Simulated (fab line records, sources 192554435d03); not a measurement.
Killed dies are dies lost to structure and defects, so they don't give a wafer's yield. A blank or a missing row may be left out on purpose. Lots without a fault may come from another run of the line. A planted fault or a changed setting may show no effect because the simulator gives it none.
One fault seen from 2 desks | flow n5_finfet | each desk has only its own numbers; what lay behind them comes last

THE TOOL OWNER'S DESK: litho_track-05
The tool's own readings at N5_BEOL_M4_COAT_05 (resist thk 30 nm): means of the sampled wafers that have a number, for each lot that ran on this tool. A lot is out of limits, marked OUT, if its mean lies more than 4 standard deviations from the usual mean; the brackets give that distance.
Columns: A = dispense_pressure_kPa at N5_BEOL_M4_COAT_05, usual 51 kPa; B = spin_speed_rpm at N5_BEOL_M4_COAT_05, usual 1500.0 rpm
lot  | first seen here | A  | B
L707 | day 8 09:50     | 48 | 1500.2
L712 | day 9 12:00     | 48 | 1371.0 (-99 or more) OUT
L714 | day 9 15:52     | 48 | 1370.4 (-99 or more) OUT
This desk's finding: out of limits on L712, L714; first on L712, day 9 12:00 (spin_speed_rpm at N5_BEOL_M4_COAT_05). In limits: L707.

THE METROLOGY DESK
What the gauges read, lot by lot, whatever tool the lot ran on: means of the sampled wafers that have a number. A lot is out of limits, marked OUT, if its mean lies more than 4 standard deviations from the usual mean; the brackets give that distance. Of its 10 readings 7 are shown: those that lie furthest out on some lot.
Columns: A = DIBL_N at N5_BEOL_M4_RC_MEAS_101, usual 36.4 mV/V; B = DIBL_P at N5_BEOL_M4_RC_MEAS_101, usual 36.3 mV/V; C = IOFF_N at N5_BEOL_M4_RC_MEAS_101, usual 0.163 nA/um; D = IOFF_P at N5_BEOL_M4_RC_MEAS_101, usual 0.21 nA/um; E = ION_N at N5_BEOL_M4_RC_MEAS_101, usual 673 uA/um; F = ION_P at N5_BEOL_M4_RC_MEAS_101, usual 461 uA/um; G = VT_N at N5_BEOL_M4_RC_MEAS_101, usual 249.4 mV
lot  | first seen here | A    | B    | C     | D    | E   | F   | G
L707 | day 8 17:53     | 36.7 | 37.3 | 0.174 | 0.20 | 675 | 457 | 247.0
L712 | day 9 20:17     | 35.6 | 36.6 | 0.156 | 0.23 | 670 | 466 | 250.1
L714 | day 10 02:45    | 37.0 | 37.6 | 0.194 | 0.23 | 695 | 473 | 246.0
L724 | day 12 22:34    | 38.6 | 38.3 | 0.187 | 0.26 | 683 | 467 | 248.4
This desk's finding: nothing out of limits on any of the 4 lots.

PUT TOGETHER
The tool owner's desk could have raised an alarm at day 9 12:00, on L712, L714.
The metrology desk saw nothing out of limits.
The metrology desk has L712, L714 on record, within its limits.
Of the lots named, all ran N5_BEOL_M4_COAT_05 on litho_track-05.

WHAT THE SIMULATOR HAD PUT IN
Process parameter drift: litho_track-05, from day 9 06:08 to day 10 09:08, at N5_BEOL_M4_COAT_05. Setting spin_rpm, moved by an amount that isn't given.
Lots struck among those shown: L712, L714.
Hours from the fault's start to each desk's first reading out of limits: the tool owner's desk, 6.
